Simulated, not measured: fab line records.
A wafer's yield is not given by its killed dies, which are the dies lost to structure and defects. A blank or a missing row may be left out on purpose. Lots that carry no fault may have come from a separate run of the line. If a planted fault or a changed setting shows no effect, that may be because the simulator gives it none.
fab line records + flow nandHarc
record:
- lots: 6
- wafers: 18
- lastDay: 24
route steps=1159 shown A_CONTACT@890
lots untouched by any fault: they come from a run of this same line in which no faults occurred
startH: hours from the record's first day to the start of the lot's first wafer shown + waitH: hours from the lot's prior step to this one + " the same as in the row above + L1.1+2: a single row standing in for several wafers + - no value, or no start was given + * or withheld: withheld + < > ~ a bound
route shown NAME@n: names a module that has steps shown in the file, with the first one's number in the route + usual: average and standard deviation across the fault-free wafers + same: alike in all rows + chamber/n: place in a boat + sites: per-site readings + _std_site: the values' standard deviation + _edge_site: the outer-site mean with the inner-site mean subtracted + radiusMm: for every site, how far away it sits from the centre of the wafer + mask NAME#n: copy n + behind: tool/chamber where the wafer was last shaped + hold: reason for holding the lot/hours on hold/outcome of the hold + device: names the non-switching transistor (n, p or np) + end of line: tests of these same wafers at the route's end + where a step has no rows: the recipe by itself + killed: dies that structure and defects cost at the first sort, which is not the same as the wafer's yield + map: per-die view of a wafer (x killed, . not killed, _ where there is no die)
set.NAME: setting as actually run; set.NAME@STEP: the setting as run at that earlier step + model.NAME: the simulator's own value behind a step, which no gauge read
lots seen at some steps along the route; tables by step, rows by wafer
services: a tool's chamber out of use, with start hour (startH, from the record's first day; less than 0 if before it), hours out, and reason
== steps ==
step: NHARC_A_CONTACT_COAT_63
recipe:
- spinRpm: 1500
- resistThkNm: 90
step: NHARC_A_CONTACT_SOFTBAKE_64
recipe:
- tempC: 105
- timeS: 55
step: NHARC_A_CONTACT_EBR_65
step: NHARC_A_CONTACT_EXPOSE_66
recipe:
- na: 1.35
- sigmaOuter: 0.8
- doseMj: 59.02
- maskId: A_CC_2
step: NHARC_A_CONTACT_PEB_67
recipe:
- pebTempC: 100
- pebTimeS: 65
step: NHARC_A_CONTACT_DEVELOP_68
recipe:
- developTimeS: 35
- devTempC: 23
step: NHARC_A_CONTACT_CD_MEAS_69
recipe:
- targetCdNm: 200
- landingEnergyEv: 500
usual:
- cdNm: 199.9/0.63
| lot.wafer | tool     | chamber | startH | waitH | cdNm  |
|-----------|----------|---------|--------|-------|-------|
| L199.1    | cdSem-01 | 0       | 448.49 | -     | 199.5 |
| L199.4    | "        | 0       | "      | "     | 200.4 |
| L199.6    | "        | 0       | "      | "     | 199.1 |
| L201.1    | cdSem-02 | 0       | 451.86 | -     | 200.0 |
| L201.2    | "        | 0       | "      | "     | 200.8 |
| L201.4    | "        | 0       | "      | "     | 200.0 |
| L205.3    | cdSem-03 | 0       | 466.32 | -     | 200.2 |
| L205.4    | "        | 0       | "      | "     | 201.5 |
| L205.5    | "        | 0       | "      | "     | 200.9 |
| L207.1    | cdSem-03 | 0       | 468.30 | -     | 199.9 |
| L207.3    | "        | 0       | "      | "     | 199.9 |
| L207.6    | "        | 0       | "      | "     | 199.7 |
| L206.2    | cdSem-01 | 0       | 472.76 | -     | 201.1 |
| L206.5    | "        | 0       | "      | "     | 200.3 |
| L206.6    | "        | 0       | "      | "     | 199.8 |
| L209.2    | cdSem-01 | 0       | 505.65 | -     | 199.2 |
| L209.3    | "        | 0       | "      | "     | 201.2 |
| L209.6    | "        | 0       | "      | "     | 200.3 |
step: NHARC_A_CONTACT_OVL_MEAS_70
usual:
- overlayXNm: 0.1/0.68
- overlayYNm: -0.3/0.82
| lot.wafer | tool       | chamber | startH | waitH | overlayXNm | overlayYNm |
|-----------|------------|---------|--------|-------|------------|------------|
| L199.1    | overlay-02 | -       | 448.58 | -     | -1.0       | 2.0        |
| L199.4    | "          | -       | "      | "     | -1.6       | 2.5        |
| L199.6    | "          | -       | "      | "     | -0.7       | 2.0        |
| L201.1    | overlay-02 | -       | 451.95 | -     | -0.5       | 0.5        |
| L201.2    | "          | -       | "      | "     | -1.0       | 0.0        |
| L201.4    | "          | -       | "      | "     | -0.5       | 0.1        |
| L205.3    | overlay-02 | -       | 466.40 | -     | -0.7       | -2.0       |
| L205.4    | "          | -       | "      | "     | -0.8       | -0.9       |
| L205.5    | "          | -       | "      | "     | -0.6       | -1.3       |
| L207.1    | overlay-02 | -       | 468.39 | -     | 0.5        | 1.4        |
| L207.3    | "          | -       | "      | "     | 0.9        | 1.1        |
| L207.6    | "          | -       | "      | "     | 1.1        | 0.7        |
| L206.2    | overlay-01 | -       | 472.85 | -     | 1.6        | -0.1       |
| L206.5    | "          | -       | "      | "     | 1.1        | -0.2       |
| L206.6    | "          | -       | "      | "     | 1.1        | 0.2        |
| L209.2    | overlay-01 | -       | 505.74 | -     | 0.0        | -0.7       |
| L209.3    | "          | -       | "      | "     | -0.4       | -0.3       |
| L209.6    | "          | -       | "      | "     | -0.5       | -0.4       |
step: NHARC_A_CONTACT_INSPECT_71
usual:
- rawDefectCount: 28/14
| lot.wafer | tool             | chamber | startH | waitH | rawDefectCount |
|-----------|------------------|---------|--------|-------|----------------|
| L199.1    | defectInspect-01 | -       | 448.61 | 0.0   | 30             |
| L199.4    | "                | -       | "      | "     | 22             |
| L199.6    | "                | -       | "      | "     | 30             |
| L201.1    | defectInspect-01 | -       | 451.98 | 0.0   | 15             |
| L201.2    | "                | -       | "      | "     | 18             |
| L201.4    | "                | -       | "      | "     | 20             |
| L205.3    | defectInspect-01 | -       | 466.44 | 0.0   | 31             |
| L205.4    | "                | -       | "      | "     | 29             |
| L205.5    | "                | -       | "      | "     | 38             |
| L207.1    | defectInspect-01 | -       | 468.43 | 0.0   | 51             |
| L207.3    | "                | -       | "      | "     | 44             |
| L207.6    | "                | -       | "      | "     | 55             |
| L206.2    | defectInspect-02 | -       | 472.88 | 0.0   | 10             |
| L206.5    | "                | -       | "      | "     | 15             |
| L206.6    | "                | -       | "      | "     | 13             |
| L209.2    | defectInspect-01 | -       | 505.77 | 0.0   | 47             |
| L209.3    | "                | -       | "      | "     | 40             |
| L209.6    | "                | -       | "      | "     | 44             |
step: NHARC_A_CONTACT_DESCUM_74
recipe:
- timeS: 3
- o2FlowSccm: 200
- arFlowSccm: 0
- biasPowerW: 0
- chemistry: O2
usual:
- drypumpMotorCurrentA: 5.7/0.41
- oesProductAu: 1.001/0.014
- rfVppV: 57.8/0.82
- showerheadPlenumPTorr: 1.92/0.06
- throttleValvePct: 11.310/0.009
| lot.wafer | tool       | chamber | startH | waitH | drypumpMotorCurrentA | oesProductAu | rfHoursCounterH | rfVppV | showerheadPlenumPTorr | throttleValvePct |
|-----------|------------|---------|--------|-------|----------------------|--------------|-----------------|--------|-----------------------|------------------|
| L199.4    | rieDiel-05 | 3       | 448.67 | 0.1   | 5.4                  | 0.989        | 18              | 58.8   | 1.89                  | 11.321           |
| L199.1    | "          | 2       | "      | "     | 6.4                  | 1.011        | 18              | 58.4   | 1.81                  | 11.296           |
| L199.6    | "          | 0       | "      | "     | 5.4                  | 1.008        | -               | 57.7   | 1.95                  | 11.325           |
| L201.2    | rieDiel-05 | 0       | 452.05 | 0.1   | 5.4                  | 1.005        | 18              | 57.6   | 1.95                  | 11.306           |
| L201.4    | "          | 1       | "      | "     | 5.2                  | 0.985        | 18              | 57.0   | 1.95                  | 11.313           |
| L201.1    | "          | 2       | "      | "     | 6.4                  | 1.012        | 19              | 58.0   | 1.81                  | 11.307           |
| L205.3    | rieDiel-05 | 0       | 466.50 | 0.1   | 5.4                  | 1.002        | 24              | 58.8   | 1.94                  | 11.304           |
| L205.4    | "          | 2       | "      | "     | 6.4                  | 1.024        | 26              | 57.5   | 1.81                  | 11.310           |
| L205.5    | "          | 0       | "      | "     | 5.4                  | 1.006        | -               | 57.3   | 1.95                  | 11.301           |
| L207.1    | rieDiel-05 | 0       | 468.49 | 0.1   | 5.4                  | 1.013        | 25              | 56.3   | 1.94                  | 11.322           |
| L207.3    | "          | 1       | "      | "     | 5.2                  | 0.991        | 27              | 57.8   | 1.95                  | 11.317           |
| L207.6    | "          | 0       | "      | "     | 5.4                  | 1.009        | -               | 58.1   | 1.94                  | 11.317           |
| L206.2    | rieDiel-07 | 0       | 472.97 | 0.1   | 6.3                  | 0.994        | 24              | 58.2   | 1.87                  | 11.304           |
| L206.5    | "          | 1       | "      | "     | 6.0                  | 0.976        | -               | 57.5   | 1.90                  | 11.296           |
| L206.6    | "          | 2       | "      | "     | 5.9                  | 1.027        | -               | 58.4   | 1.90                  | 11.317           |
| L209.3    | rieDiel-05 | 0       | 505.83 | 0.1   | 5.4                  | 1.005        | 32              | 57.5   | 1.94                  | 11.306           |
| L209.2    | "          | 2       | "      | "     | 6.4                  | 1.020        | 33              | 57.5   | 1.81                  | 11.308           |
| L209.6    | "          | 0       | "      | "     | 5.4                  | 1.017        | -               | 58.3   | 1.94                  | 11.304           |
step: NHARC_A_CONTACT_ETCH_75
recipe:
- targetDepthA: 390
- overEtchFrac: 0.3
- timeS: 65
- ionEnergyEv: 80
- cf4FlowSccm: 150
- arFlowSccm: 0
- rfW: 300
- biasW: 100
- chemistry: CF4
usual:
- biasW: 100.01/0.29
- cf4FlowSccm: 150.0/0.48
- drypumpMotorCurrentA: 5.7/0.42
- oesProductAu: 1.001/0.014
- rfVppV: 151.3/1.1
- showerheadPlenumPTorr: 1.78/0.052
- throttleValvePct: 13.283/0.0091
| lot.wafer | tool       | chamber | startH | waitH | biasW  | cf4FlowSccm | drypumpMotorCurrentA | oesProductAu | rfHoursCounterH | rfVppV | showerheadPlenumPTorr | throttleValvePct |
|-----------|------------|---------|--------|-------|--------|-------------|----------------------|--------------|-----------------|--------|-----------------------|------------------|
| L199.4    | rieDiel-05 | 2       | 448.76 | 0.1   | 99.56  | 149.7       | 6.4                  | 1.015        | 18              | 151.3  | 1.68                  | 13.275           |
| L199.1    | "          | 3       | "      | "     | 100.36 | 149.5       | 5.4                  | 0.991        | 18              | 151.6  | 1.75                  | 13.278           |
| L199.6    | "          | 2       | "      | "     | 100.29 | 149.9       | 6.4                  | 1.015        | -               | 150.3  | 1.68                  | 13.278           |
| L201.2    | rieDiel-05 | 0       | 452.13 | 0.1   | 100.47 | 150.5       | 5.4                  | 1.012        | 18              | 150.9  | 1.80                  | 13.285           |
| L201.4    | "          | 1       | "      | "     | 99.49  | 149.9       | 5.2                  | 0.982        | 18              | 153.7  | 1.80                  | 13.275           |
| L201.1    | "          | 3       | "      | "     | 100.17 | 149.0       | 5.4                  | 0.976        | 18              | 150.7  | 1.75                  | 13.284           |
| L205.4    | rieDiel-05 | 3       | 466.59 | 0.1   | 100.02 | 149.5       | 5.4                  | 0.992        | 25              | 151.3  | 1.75                  | 13.278           |
| L205.3    | "          | 1       | "      | "     | 100.15 | 149.7       | 5.2                  | 1.000        | 25              | 151.5  | 1.80                  | 13.289           |
| L205.5    | "          | 2       | "      | "     | 100.15 | 150.2       | 6.4                  | 1.014        | -               | 150.1  | 1.68                  | 13.268           |
| L207.3    | rieDiel-05 | 1       | 468.58 | 0.1   | 99.77  | 149.7       | 5.2                  | 0.991        | 27              | 151.2  | 1.80                  | 13.275           |
| L207.1    | "          | 0       | "      | "     | 100.24 | 150.3       | 5.4                  | 1.017        | 25              | 151.8  | 1.80                  | 13.291           |
| L207.6    | "          | 1       | "      | "     | 99.98  | 150.0       | 5.2                  | 0.988        | -               | 151.6  | 1.80                  | 13.297           |
| L206.2    | rieDiel-07 | 1       | 473.05 | 0.1   | 100.45 | 149.2       | 6.1                  | 0.975        | 23              | 150.0  | 1.76                  | 13.289           |
| L206.5    | "          | 2       | "      | "     | 99.64  | 149.8       | 5.9                  | 1.008        | -               | 150.6  | 1.76                  | 13.293           |
| L206.6    | "          | 3       | "      | "     | 100.24 | 150.4       | 5.8                  | 1.004        | -               | 151.7  | 1.78                  | 13.292           |
| L209.2    | rieDiel-05 | 0       | 505.95 | 0.1   | 100.61 | 149.5       | 5.4                  | 1.003        | 32              | 152.1  | 1.79                  | 13.276           |
| L209.3    | "          | 2       | "      | "     | 100.29 | 149.5       | 6.4                  | 1.022        | 33              | 150.0  | 1.68                  | 13.282           |
| L209.6    | "          | 0       | "      | "     | 100.06 | 150.6       | 5.4                  | 1.011        | -               | 151.5  | 1.79                  | 13.269           |
step: NHARC_A_CONTACT_ETCH_76
recipe:
- targetDepthA: 2600
- overEtchFrac: 0.3
- timeS: 475.3
- ionEnergyEv: 200
- n2FlowSccm: 150
- h2FlowSccm: 150
- arFlowSccm: 0
- rfW: 400
- biasW: 150
- chemistry: N2/H2
usual:
- biasW: 150.0/0.46
- chamberPressureMTorr: 30.00/0.031
- drypumpMotorCurrentA: 5.7/0.41
- oesProductAu: 1.004/0.014
- rfVppV: 430.8/2.1
- showerheadPlenumPTorr: 2.05/0.067
- throttleValvePct: 14.170/0.0082
| lot.wafer | tool       | chamber | startH | waitH | biasW | chamberPressureMTorr | drypumpMotorCurrentA | oesProductAu | rfHoursCounterH | rfVppV | showerheadPlenumPTorr | throttleValvePct |
|-----------|------------|---------|--------|-------|-------|----------------------|----------------------|--------------|-----------------|--------|-----------------------|------------------|
| L199.1    | rieDiel-05 | 1       | -      | -     | 149.6 | 30.01                | 5.2                  | 1.001        | 18              | 431.2  | 2.08                  | 14.165           |
| L199.4    | "          | 0       | "      | "     | 150.2 | 29.97                | 5.4                  | 1.005        | 18              | 431.9  | 2.08                  | 14.173           |
| L199.6    | "          | 1       | "      | "     | 149.8 | 29.99                | 5.2                  | 0.993        | -               | 432.1  | 2.08                  | 14.176           |
| L201.2    | rieDiel-05 | 1       | -      | -     | 149.3 | 30.00                | 5.2                  | 0.996        | 18              | 432.6  | 2.08                  | 14.170           |
| L201.4    | "          | 2       | "      | "     | 150.4 | 30.00                | 6.4                  | 1.016        | 19              | 426.8  | 1.93                  | 14.176           |
| L201.1    | "          | 3       | "      | "     | 149.5 | 30.04                | 5.4                  | 0.996        | 18              | 430.5  | 2.02                  | 14.171           |
| L205.3    | rieDiel-05 | 3       | -      | -     | 149.2 | 30.04                | 5.4                  | 0.987        | 25              | 428.5  | 2.01                  | 14.154           |
| L205.4    | "          | 0       | "      | "     | 150.0 | 29.98                | 5.4                  | 1.013        | 24              | 432.3  | 2.07                  | 14.168           |
| L205.5    | "          | 2       | "      | "     | 150.4 | 29.95                | 6.4                  | 1.021        | -               | 428.4  | 1.92                  | 14.170           |
| L207.3    | rieDiel-05 | 3       | -      | -     | 149.8 | 29.98                | 5.4                  | 0.997        | 26              | 428.3  | 2.01                  | 14.178           |
| L207.1    | "          | 0       | "      | "     | 150.2 | 29.96                | 5.4                  | 1.003        | 25              | 429.9  | 2.07                  | 14.167           |
| L207.6    | "          | 3       | "      | "     | 150.2 | 30.04                | 5.4                  | 0.992        | -               | 429.8  | 2.01                  | 14.170           |
| L206.2    | rieDiel-07 | 0       | -      | -     | 150.1 | 30.01                | 6.3                  | 0.993        | 24              | 430.8  | 1.99                  | 14.176           |
| L206.6    | "          | 0       | "      | "     | 149.3 | 29.95                | 6.3                  | 0.996        | -               | 429.2  | 1.99                  | 14.189           |
| L206.5    | "          | 1       | "      | "     | 150.3 | 30.02                | 6.1                  | 0.989        | -               | 431.3  | 2.03                  | 14.164           |
| L209.2    | rieDiel-05 | 3       | -      | -     | 149.8 | 29.98                | 5.4                  | 0.979        | 32              | 428.6  | 2.01                  | 14.182           |
| L209.3    | "          | 2       | "      | "     | 150.2 | 29.97                | 6.4                  | 1.015        | 33              | 428.1  | 1.92                  | 14.175           |
| L209.6    | "          | 3       | "      | "     | 149.7 | 29.94                | 5.4                  | 0.993        | -               | 430.8  | 2.01                  | 14.162           |
step: NHARC_A_CONTACT_ETCH_77
recipe:
- targetDepthA: 726
- timeS: 36.3
- cf4FlowSccm: 100
- chf3FlowSccm: 30
- arFlowSccm: 0
- rfW: 500
- biasW: 200
- chemistry: CF4/CHF3
usual:
- biasW: 200.0/0.56
- cf4FlowSccm: 100.0/0.32
- drypumpMotorCurrentA: 5.7/0.43
- oesProductAu: 0.940/0.021
- rfVppV: 370.8/1.8
- showerheadPlenumPTorr: 1.58/0.048
- throttleValvePct: 16.802/0.0088
| lot.wafer | tool       | chamber | startH | waitH | biasW | cf4FlowSccm | drypumpMotorCurrentA | oesProductAu | rfHoursCounterH | rfVppV | showerheadPlenumPTorr | throttleValvePct |
|-----------|------------|---------|--------|-------|-------|-------------|----------------------|--------------|-----------------|--------|-----------------------|------------------|
| L199.1    | rieDiel-05 | 1       | 449.21 | -     | -     | -           | -                    | -            | -               | -      | -                     | -                |
| L199.4    | "          | 2       | "      | "     | -     | -           | -                    | -            | -               | -      | -                     | -                |
| L199.6    | "          | 0       | "      | "     | -     | -           | -                    | -            | -               | -      | -                     | -                |
| L201.4    | rieDiel-05 | 1       | 452.57 | -     | -     | -           | -                    | -            | -               | -      | -                     | -                |
| L201.2    | "          | 2       | "      | "     | -     | -           | -                    | -            | -               | -      | -                     | -                |
| L201.1    | "          | 3       | "      | "     | -     | -           | -                    | -            | -               | -      | -                     | -                |
| L205.3    | rieDiel-05 | 3       | 467.04 | -     | 200.4 | 100.5       | 5.4                  | 0.911        | 25              | 370.4  | 1.55                  | 16.803           |
| L205.4    | "          | 0       | "      | "     | 199.0 | 99.9        | 5.4                  | 0.944        | 24              | 371.1  | 1.60                  | 16.805           |
| L205.5    | "          | 3       | "      | "     | 199.9 | 100.2       | 5.4                  | 0.930        | -               | 370.2  | 1.55                  | 16.787           |
| L207.3    | rieDiel-05 | 3       | 469.17 | -     | 200.2 | 99.8        | 5.4                  | 0.924        | 26              | 369.3  | 1.55                  | 16.802           |
| L207.1    | "          | 0       | "      | "     | 200.0 | 99.9        | 5.4                  | 0.937        | 26              | 370.6  | 1.60                  | 16.804           |
| L207.6    | "          | 2       | "      | "     | 200.5 | 99.8        | 6.4                  | 0.949        | -               | 368.7  | 1.49                  | 16.806           |
| L206.2    | rieDiel-07 | 3       | 473.54 | -     | 199.6 | 99.8        | 5.8                  | 0.974        | 24              | 371.0  | 1.59                  | 16.800           |
| L206.6    | "          | 1       | "      | "     | 200.3 | 100.1       | 6.0                  | 0.924        | -               | 370.0  | 1.56                  | 16.802           |
| L206.5    | "          | 2       | "      | "     | 200.2 | 100.1       | 5.9                  | 0.973        | -               | 370.8  | 1.56                  | 16.803           |
| L209.3    | rieDiel-05 | 1       | 506.41 | -     | 200.5 | 99.9        | 5.1                  | 0.934        | 33              | 371.1  | 1.60                  | 16.804           |
| L209.2    | "          | 0       | "      | "     | 199.2 | 100.1       | 5.4                  | 0.942        | 33              | 372.2  | 1.60                  | 16.793           |
| L209.6    | "          | 2       | "      | "     | 200.0 | 99.4        | 6.4                  | 0.978        | -               | 368.0  | 1.49                  | 16.791           |
step: NHARC_A_CONTACT_ETCH_78
recipe:
- targetDepthA: 28000
- overEtchFrac: 0.3
- timeS: 728
- ionEnergyEv: 150
- o2FlowSccm: 400
- cosFlowSccm: 20
- arFlowSccm: 0
- rfW: 500
- biasW: 300
- chemistry: O2/COS
usual:
- biasW: 300.0/0.88
- chamberPressureMTorr: 20.002/0.019
- drypumpMotorCurrentA: 5.7/0.41
- oesProductAu: 1.003/0.013
- rfVppV: 314.3/1.5
- showerheadPlenumPTorr: 3.14/0.092
- throttleValvePct: 28.330/0.0092
| lot.wafer | tool       | chamber | startH | waitH | biasW | chamberPressureMTorr | drypumpMotorCurrentA | oesProductAu | rfHoursCounterH | rfVppV | showerheadPlenumPTorr | throttleValvePct |
|-----------|------------|---------|--------|-------|-------|----------------------|----------------------|--------------|-----------------|--------|-----------------------|------------------|
| L199.1    | rieDiel-05 | 0       | -      | -     | 298.9 | 19.991               | 5.4                  | 1.005        | 18              | 315.2  | 3.17                  | 28.332           |
| L199.4    | "          | 2       | "      | "     | 300.6 | 19.991               | 6.4                  | 1.010        | 19              | 311.7  | 2.96                  | 28.323           |
| L199.6    | "          | 3       | "      | "     | 297.1 | 20.006               | 5.4                  | 0.996        | -               | 313.7  | 3.09                  | 28.307           |
| L201.2    | rieDiel-05 | 3       | -      | -     | 299.5 | 19.998               | 5.4                  | 0.995        | 19              | 313.6  | 3.09                  | 28.333           |
| L201.1    | "          | 0       | "      | "     | 299.2 | 20.013               | 5.4                  | 1.012        | 19              | 315.4  | 3.17                  | 28.322           |
| L201.4    | "          | 2       | "      | "     | 299.5 | 20.005               | 6.4                  | 1.004        | 19              | 312.6  | 2.96                  | 28.330           |
| L205.4    | rieDiel-05 | 0       | -      | -     | 300.3 | 20.010               | 5.4                  | 1.005        | 24              | 314.2  | 3.17                  | 28.339           |
| L205.3    | "          | 2       | "      | "     | 299.1 | 20.014               | 6.4                  | 1.024        | 26              | 311.0  | 2.96                  | 28.328           |
| L205.5    | "          | 1       | "      | "     | 300.8 | 19.984               | 5.2                  | 0.995        | -               | 313.6  | 3.18                  | 28.332           |
| L207.1    | rieDiel-05 | 1       | -      | -     | 301.2 | 20.013               | 5.2                  | 0.983        | 27              | 314.9  | 3.18                  | 28.333           |
| L207.3    | "          | 3       | "      | "     | 299.8 | 20.017               | 5.4                  | 0.996        | 26              | 313.1  | 3.08                  | 28.331           |
| L207.6    | "          | 2       | "      | "     | 299.9 | 19.999               | 6.4                  | 1.032        | -               | 311.2  | 2.96                  | 28.319           |
| L206.2    | rieDiel-07 | 2       | -      | -     | 299.4 | 20.012               | 5.9                  | 1.023        | 23              | 313.8  | 3.10                  | 28.330           |
| L206.5    | "          | 3       | "      | "     | 299.1 | 19.975               | 5.8                  | 1.022        | -               | 314.7  | 3.15                  | 28.329           |
| L206.6    | "          | 0       | "      | "     | 301.1 | 19.970               | 6.3                  | 0.995        | -               | 314.1  | 3.05                  | 28.330           |
| L209.2    | rieDiel-05 | 0       | -      | -     | 300.1 | 20.017               | 5.4                  | 1.014        | 33              | 315.4  | 3.17                  | 28.341           |
| L209.3    | "          | 1       | "      | "     | 300.1 | 19.966               | 5.2                  | 0.989        | 33              | 315.2  | 3.18                  | 28.340           |
| L209.6    | "          | 1       | "      | "     | 298.8 | 20.000               | 5.2                  | 1.003        | -               | 314.8  | 3.18                  | 28.312           |
== services ==
| tool       | chamber | startH | hours | kind   |
|------------|---------|--------|-------|--------|
| rieDiel-05 | 3       | 429.14 | 11.9  | repair |
| rieDiel-07 | 0       | 438.81 | -     | clean  |
| rieDiel-07 | 1       | 438.81 | -     | clean  |
| rieDiel-07 | 2       | 438.81 | -     | clean  |
| rieDiel-07 | 3       | 438.81 | -     | clean  |
| rieDiel-05 | 0       | 447.97 | -     | clean  |
| rieDiel-05 | 1       | 447.97 | -     | clean  |
| rieDiel-05 | 2       | 447.97 | -     | clean  |
| rieDiel-05 | 3       | 447.97 | -     | clean  |
| rieDiel-07 | 0       | 464.21 | -     | clean  |
| rieDiel-07 | 1       | 464.21 | -     | clean  |
| rieDiel-07 | 2       | 464.21 | -     | clean  |
| rieDiel-07 | 3       | 464.21 | -     | clean  |
| rieDiel-05 | 0       | 472.64 | -     | clean  |
| rieDiel-05 | 1       | 472.64 | -     | clean  |
| rieDiel-05 | 2       | 472.64 | -     | clean  |
| rieDiel-05 | 3       | 472.64 | -     | clean  |
| rieDiel-07 | 0       | 488.71 | -     | clean  |
| rieDiel-07 | 1       | 488.71 | -     | clean  |
| rieDiel-07 | -       | 489.58 | 0.3   | repair |
| rieDiel-05 | 0       | 497.14 | -     | clean  |
| rieDiel-05 | 1       | 497.14 | -     | clean  |
| rieDiel-05 | 2       | 497.14 | -     | clean  |
| rieDiel-05 | 3       | 497.14 | -     | clean  |
== key ==
firstSign:
- step: NHARC_A_CONTACT_ETCH_77
- reading: toolRecord
- direction: missing
effect none on later readings
metAt NHARC_A_CONTACT_ETCH_77
struckWafers L199.1,L199.4,L199.6,L201.1,L201.2,L201.4
laterRowsLeftOut L199.1,L199.4,L199.6,L201.1,L201.2,L201.4
sortLeftOut L199.1,L199.4,L199.6,L201.1,L201.2,L201.4
testerLeftOut L199,L201
fault:
- kind: skippedStepWhole
- tool: rieDiel-05
- chamber: -
- onsetH: 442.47
- steps: NHARC_A_CONTACT_ETCH_77
- scope: struckLotsOnly
testerLeftOut: of these lots the tester's yield and bins aren't shown, on N5 and GAA mostly nor the transistor test; their killed dies are dies lost to structure and defects alone, not to doping, threshold or leakage, so they don't give the yield
sortLeftOut: the simulated sort isn't trusted on such a fault, so these wafers' sort isn't shown, and their yield isn't known
laterRowsLeftOut: the simulator's readings of these wafers behind a module that went badly wrong aren't trusted and aren't shown, but for the sort
